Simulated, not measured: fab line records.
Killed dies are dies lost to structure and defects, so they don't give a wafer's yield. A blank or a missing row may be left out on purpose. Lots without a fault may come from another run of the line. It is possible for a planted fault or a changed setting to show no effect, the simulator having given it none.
Chamber matching ; flow nandHarc ; NHARC_A_DECK1_JOINT_CMP_13 on cmp-01: 4 sister chambers
The step polishes, target thk 51.023 nm. 4 wafers are shown with their chamber, then 7 later ones without.

== WAFERS PAIRED WITH THEIR CHAMBERS ==
wafer;chamber;slurryFlowMlMin
L970.6;3;150.1
L971.5;2;150.6
L973.1;1;150.4
L973.4;0;150.9

== WAFERS WITHOUT THEIR CHAMBER ==
wafer;slurryFlowMlMin
L973.6;149.7
L977.1;149.4
L977.2;150.4
L977.3;149.9
L979.2;149.9
L979.3;149.6
L979.4;150.7

== CHAMBER TAKEN BY EACH ==
wafer;from the rows above;in truth
L973.6;can't be placed: 3 or 1 or 2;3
L977.1;can't be placed: 3 or 1 or 2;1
L977.2;can't be placed: 1 or 2 or 3 or 0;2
L977.3;can't be placed: 3 or 1 or 2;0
L979.2;can't be placed: 3 or 1 or 2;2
L979.3;can't be placed: 3 or 1 or 2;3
L979.4;can't be placed: 2 or 0 or 1 or 3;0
Correct placement for 0 of the 7. Unplaceable from these rows: 7, with the true chamber sitting among the candidates in 6. Wrongly placed: 0.
How it was worked out, from the rows above alone: a wafer's distance from a chamber is the root of the sum, over the readings, of the square of ((its reading less the chamber's mean) divided by the reading's scatter). The wafer belongs to the nearest chamber; if the next one is less than 2 further off, it can't be placed. The mean given for a chamber averages the wafers shown for that chamber. The scatter: root of mean squared gap, hidden wafer to nearest shown wafer, with one shown wafer a chamber.
